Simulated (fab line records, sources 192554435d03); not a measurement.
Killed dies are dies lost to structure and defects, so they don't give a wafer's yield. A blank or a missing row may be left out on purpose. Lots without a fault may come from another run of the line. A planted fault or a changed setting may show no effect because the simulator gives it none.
fab line records | flow n5_finfet
record lots=5 wafers=15 last_day=20
route steps=1938 shown BEOL_M15@1812 PASSIVATION@1936
lots that met no fault: from a run of the same line without faults
start_h: hours from the record's first day to the start of the lot's first wafer shown | wait_h: hours since the lot's step before | " the same as in the row above | L1.1+2: a row that stands for several wafers | - no value, or no start given | * or withheld: withheld | < > ~ a bound
route shown NAME@n: a module of which the file shows steps, and the number in the route of the first | usual: mean/standard deviation of fault-free wafers | same: alike in all rows | chamber/n: place in a boat | sites: the reading at each site | _std_site: their standard deviation | _edge_site: outer sites' mean less inner sites' | radius_mm: how far each site lies from the wafer's centre | mask NAME#n: copy n | behind: the tool/chamber that last shaped the wafer | hold: why the lot was held/for how many hours/how that ended | device: the transistor (n, p or np) that didn't switch | end of line: the same wafers' tests at the end of the route | a step without rows: its recipe alone | killed: dies lost to structure and defects at the first sort, not the wafer's yield | map: a wafer's dies, x killed, . not, _ none there
set.NAME: the setting as run; set.NAME@STEP: as run at that earlier step | model.NAME: the simulator's own value behind a step, which no gauge read
lots at some steps of the route; a table a step, a row a wafer
services: from which hour (start_h, from the record's first day; less than 0 if before it) a tool's chamber was out of use, for how many hours, and why
## steps
# step N5_BEOL_M15_STRIP_62
# recipe chemistry=O2 power_w=600 temp_c=60 pressure_mtorr=30 rf_frequency_hz=6e+07 bias_power_w=0 overash_fraction=0.3 o2_flow_sccm=225
# step N5_BEOL_M15_STRIP_37
# recipe chemistry=O2 power_w=600 temp_c=60 pressure_mtorr=30 rf_frequency_hz=6e+07 bias_power_w=0 overash_fraction=0.3 o2_flow_sccm=225
# usual drypump_motor_current_A=5.8/0.54 o2_flow_sccm=225.0/0.67 oes_product_au=0.79/0.071 rf_vpp_V=3.7/0.67 showerhead_plenum_p_Torr=2.08/0.068 throttle_valve_pct=16.57/0.2
# columns lot.wafer tool chamber start_h wait_h drypump_motor_current_A o2_flow_sccm oes_product_au rf_hours_counter_h rf_vpp_V showerhead_plenum_p_Torr throttle_valve_pct
L411.2 rie_diel-05 2 - - 5.3 224.4 0.84 71 4.5 2.03 16.49
L411.3 " 0 " " 5.0 224.9 0.72 198 4.4 2.17 16.59
L411.6 " 2 " " 5.3 225.7 0.84 - 3.2 2.03 16.49
L416.2 rie_diel-05 1 - - 6.0 224.8 0.71 200 3.9 2.08 16.54
L416.3 " 2 " " 5.3 225.5 0.85 75 3.1 2.03 16.49
L416.4 " 0 " " 5.1 225.3 0.72 203 3.5 2.16 16.61
L421.1 rie_diel-02 1 - - 6.4 226.1 0.81 89 3.3 2.22 16.65
L421.2 " 3 " " 4.7 225.9 0.77 120 3.8 2.01 16.44
L421.3 " 2 " " 6.1 225.5 0.77 126 3.8 2.11 16.83
L422.2 rie_diel-02 1 - - 6.4 223.7 0.81 93 3.3 2.22 16.68
L422.3 " 3 " " 4.7 224.7 0.77 125 4.4 2.01 16.42
L422.5 " 0 " " 5.8 224.7 0.76 - 3.6 2.11 16.45
L431.3 rie_diel-05 2 - - 5.3 225.4 0.81 105 3.2 2.02 16.56
L431.4 " 1 " " 6.0 224.3 0.69 228 4.8 2.07 16.59
L431.6 " 3 " " 5.8 225.3 0.70 - 5.2 2.17 16.58
# step N5_BEOL_M15_ETCH_38
# recipe chemistry=CF4/N2 target=SiCN target_depth_a=1064 taper_deg=2 time_s=120.5 ion_energy_ev=150 mask_material=SiO2 pressure_mtorr=40 source_w=430 bias_w=70 Ar_flow_sccm=100 cf4_flow_sccm=60 n2_flow_sccm=60
# step N5_BEOL_M15_PRECLEAN_39
# recipe chemistry=residue_remover time_s=60 temp_c=40
# step N5_BEOL_M15_SRD_40
# recipe time_s=30 temp_c=23 rinse_liquid=diw dry=n2_spin spin_rpm=1500 dry_time_s=30
# step N5_BEOL_M15_DEGAS_41
# recipe ambient=vacuum temp_c=300 time_s=60
# usual heater_power_w=463/27
# columns lot.wafer tool chamber start_h wait_h heater_power_w
L411.2 pvd_sputter-02 - 328.85 0.4 458
L411.3 " - " " 490
L411.6 " - " " 496
L416.2 pvd_sputter-03 - 346.30 1.1 447
L416.3 " - " " 451
L416.4 " - " " 500
L421.1 pvd_sputter-03 - 367.09 1.0 489
L421.2 " - " " 421
L421.3 " - " " 449
L422.2 pvd_sputter-03 - 382.78 0.3 425
L422.3 " - " " 450
L422.5 " - " " 460
L431.3 pvd_sputter-01 - 450.21 0.4 473
L431.4 " - " " 458
L431.6 " - " " 471
# step N5_BEOL_M15_PRE_CLEAN_42
# recipe gas=H2/He time_s=30 temp_c=300
# step N5_BEOL_M15_SPUTTER_43
# recipe material=TaN target_thk_a=150 temp_c=50 bias_v=168.6 power_w=15000 chamber_pressure_pa=0.12 time_s=24.19
# step N5_BEOL_M15_SPUTTER_44
# recipe material=Ta target_thk_a=150 temp_c=50 bias_v=80 power_w=15000 chamber_pressure_pa=0.07 time_s=24.19
# usual throttle_valve_pct=30.6/0.64
# columns lot.wafer tool chamber start_h wait_h throttle_valve_pct
L411.2 pvd_sputter-02 - 329.01 0.0 29.9
L411.3 " - " " 31.0
L411.6 " - " " 30.1
L416.2 pvd_sputter-03 - 346.46 0.0 30.2
L416.3 " - " " 29.4
L416.4 " - " " 30.3
L421.1 pvd_sputter-03 - 367.25 0.0 30.3
L421.2 " - " " 30.5
L421.3 " - " " 29.4
L422.2 pvd_sputter-03 - 382.94 0.0 30.5
L422.3 " - " " 30.0
L422.5 " - " " 29.8
L431.3 pvd_sputter-01 - 450.37 0.0 30.0
L431.4 " - " " 31.9
L431.6 " - " " 30.0
# step N5_BEOL_M15_SPUTTER_45
# recipe material=Cu target_thk_a=1000 temp_c=-20 bias_v=60 power_w=26000 chamber_pressure_pa=0.13 time_s=16.67
# usual throttle_valve_pct=30.6/0.64
# columns lot.wafer tool chamber start_h wait_h throttle_valve_pct
L411.2 pvd_sputter-02 - 329.09 0.0 29.8
L411.3 " - " " 30.8
L411.6 " - " " 30.3
L416.2 pvd_sputter-03 - 346.54 0.0 30.0
L416.3 " - " " 29.3
L416.4 " - " " 30.3
L421.1 pvd_sputter-03 - 367.33 0.0 30.1
L421.2 " - " " 30.6
L421.3 " - " " 29.4
L422.2 pvd_sputter-03 - 383.02 0.0 30.9
L422.3 " - " " 30.3
L422.5 " - " " 30.2
L431.3 pvd_sputter-01 - 450.45 0.0 30.2
L431.4 " - " " 32.0
L431.6 " - " " 30.2
# step N5_BEOL_M15_ECD_47
# recipe material=Cu target_thk_a=18600
# step N5_BEOL_M15_ANNEAL_48
# recipe temp_c=225 time_s=90 ambient=N2
# usual wafer_temp_C_max=225.70/0.21
# columns lot.wafer tool chamber start_h wait_h wafer_temp_C_max
L411.2 rtp_anneal-02 0 329.53 0.2 225.63
L411.3 " 0 " " 225.61
L411.6 " 0 " " 225.67
L416.2 rtp_anneal-02 0 346.96 0.2 225.38
L416.3 " 0 " " 225.64
L416.4 " 0 " " 226.00
L421.1 rtp_anneal-01 0 367.69 0.2 225.85
L421.2 " 0 " " 225.65
L421.3 " 0 " " 225.61
L422.2 rtp_anneal-01 0 383.47 0.3 225.68
L422.3 " 0 " " 225.76
L422.5 " 0 " " 225.75
L431.3 rtp_anneal-02 0 450.90 0.2 225.69
L431.4 " 0 " " 225.41
L431.6 " 0 " " 225.70
# step N5_BEOL_M15_CMP_49
# recipe stop_on=SiO2 t_overpolish_s=4.9 down_force_psi=2 platen_rpm=80 clearing_platen_down_force_psi=2 clearing_platen_rpm=80 post_cmp_clean=cu_alkaline target_thk_nm=850 clearing_platen_pad_velocity_m_s=1.5917 pad_velocity_m_s=1.5917
# usual barrier_field_endpoint_s=11.37/0.24 clearing_platen_down_force_psi=1.999/0.0039 head_pressure_psi=2.000/0.0048 motor_current_A=7.8/0.81 overpolish_run_s=4.900/0.0096 pad_life_wafers=894/500
# columns lot.wafer tool chamber start_h wait_h barrier_field_endpoint_s clearing_platen_down_force_psi head_pressure_psi motor_current_A overpolish_run_s pad_life_wafers
L411.3 cmp-01 2 329.78 0.2 11.62 1.995 2.005 6.2 4.899 1608
L411.2 " 1 " " 11.50 1.997 1.995 8.3 4.895 1611
L411.6 " 2 " " 11.52 1.999 2.003 7.0 4.890 -
L416.2 cmp-02 1 347.23 0.2 11.14 1.995 2.004 9.3 4.904 666
L416.4 " 3 " " 11.38 1.992 2.004 8.7 4.904 668
L416.3 " 0 " " 11.44 1.993 2.006 7.7 4.900 669
L421.3 cmp-02 2 367.99 0.2 11.31 1.996 1.986 7.5 4.908 822
L421.1 " 3 " " 11.62 1.997 2.006 8.6 4.900 823
L421.2 " 0 " " 11.36 1.997 2.003 7.6 4.911 824
L422.3 cmp-02 3 383.98 0.3 11.31 1.999 1.995 9.3 4.903 937
L422.2 " 1 " " 12.90 1.995 1.694 9.1 4.916 939
L422.5 " 3 " " 11.53 2.002 2.000 8.6 4.893 -
L431.3 cmp-01 3 451.10 0.2 11.60 2.002 1.991 7.2 4.901 540
L431.4 " 1 " " 11.48 2.001 1.990 8.0 4.893 542
L431.6 " 3 " " 11.67 2.003 2.002 7.4 4.893 -
# step N5_PASSIVATION_PROBE_49
# usual defect_limited_yield=91.1/1.5 killed_at_M0_to_M3=36/11 killed_at_M4_up=14/5.6 killed_at_contacts=11/5.6 killed_at_front_end=40/12 killed_at_other=4/3.2 killed_dies=105/17 killed_open=69/12 killed_short=34/8.4 sort_bin_5_function=5.2/0.95 sort_bin_6_memory=3.3/0.63 sort_n_pass=1075/17 sort_yield_pct=91.1/1.5
# same gross_dies=1180 killed_at_back_side=0 sort_bin_4_leakage[%]=0 sort_bin_8_speed[%]=0
# columns lot.wafer tool chamber start_h wait_h defect_limited_yield[%] killed_at_M0_to_M3 killed_at_M4_up killed_at_contacts killed_at_front_end killed_at_other killed_dies killed_open killed_short sort_bin_5_function[%] sort_bin_6_memory[%] sort_n_pass sort_yield_pct[%]
L411.3 prober-01 - 345.28 0.1 92.0 36 7 13 33 5 94 65 29 4.2 3.6 1086 92.0
L416.2 prober-02 - 363.12 0.1 90.8 34 15 9 36 14 108 74 33 6.2 2.7 1072 90.8
L416.3 prober-02 - 363.17 0.1 89.8 30 13 8 61 8 120 74 46 6.0 3.6 1060 89.8
L416.4 prober-02 - 363.22 0.2 90.4 42 19 6 39 7 113 83 27 4.5 4.7 1067 90.4
# killed by level:class
L411.3 MOL_CONTACT_COAG:geometric_particle:open=11 BEOL_M0_SAQP:geometric_particle:open=11 STI_FIN_REVEAL:geometric_particle:open=10 BEOL_M2:geometric_particle:open=10 FIN_SAQP:geometric_particle:short=7 BEOL_M0_SAQP:geometric_particle:short=5 STI_FIN_REVEAL:geometric_particle:short=4 BEOL_M0:geometric_particle:open=3
L416.2 BEOL_M1:geometric_particle:open=12 MOL_CONTACT_COAG:geometric_particle:open=9 FIN_SAQP:geometric_particle:open=8 STI_FIN_REVEAL:geometric_particle:open=7 MIM_TOP_ETCH:geometric_particle:short=7 BEOL_M0_SAQP:geometric_particle:open=5 BEOL_M1:geometric_particle:short=4 MIM_TOP_ETCH:geometric_particle:open=4
L416.3 FIN_SAQP:geometric_particle:open=16 STI_FIN_REVEAL:geometric_particle:open=12 FIN_SAQP:geometric_particle:short=10 MOL_CONTACT_COAG:geometric_particle:open=8 GATE_CUT:geometric_particle:short=6 BEOL_M0_SAQP:geometric_particle:open=6 BEOL_M4:geometric_particle:open=6 BEOL_M0_SAQP:geometric_particle:short=5
L416.4 FIN_SAQP:geometric_particle:open=13 BEOL_M4:geometric_particle:open=10 STI_FIN_REVEAL:geometric_particle:open=9 BEOL_M1:geometric_particle:open=9 BEOL_M0_SAQP:geometric_particle:open=8 BEOL_M2:geometric_particle:open=8 MOL_CONTACT_COAG:geometric_particle:open=5 BEOL_M0_SAQP:geometric_particle:short=5
## services
# columns tool chamber start_h hours kind
rie_diel-02 - 306.21 0.9 repair
rie_diel-05 - 311.94 4.3 pm
rie_diel-05 - 332.69 0.7 repair
cmp-02 - 335.62 5.2 pm
pvd_sputter-02 - 366.81 8.6 repair
cmp-01 - 369.76 0.3 repair
rtp_anneal-02 - 383.37 2.9 pm
cmp-01 - 387.43 4.0 pm
cmp-02 - 389.17 3.4 pm
cmp-01 - 391.43 - consumable_replace:conditioner
cmp-01 - 391.43 - consumable_replace:pad
pvd_sputter-02 - 396.80 1.1 repair
rie_diel-02 2 401.27 1.5 repair
cmp-02 - 407.14 4.1 repair
rie_diel-05 3 426.73 15.0 repair
rie_diel-02 0 427.45 2.2 repair
cmp-01 - 441.90 1.4 repair
cmp-02 - 444.43 1.1 repair
cmp-02 - 446.51 6.5 pm
## key
first_sign step=N5_BEOL_M15_CMP_49 reading=head_pressure_psi direction=down sigmas=64 usual=2.000 struck=1.694
effect step=N5_BEOL_M15_CMP_49 reading=barrier_field_endpoint_s direction=up sigmas=6.3 usual=11.37 struck=12.90
met_at N5_BEOL_M15_CMP_49
struck_wafers L422.2
onset_between 347.23 383.98
fault kind=process_parameter_drift tool=cmp-02 chamber=1 onset_h=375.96 steps=N5_BEOL_M15_CMP_49 channel=down_force_psi offset=-0.30441 shape=step end_h=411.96 acts_in=these_recipes_only stated=2
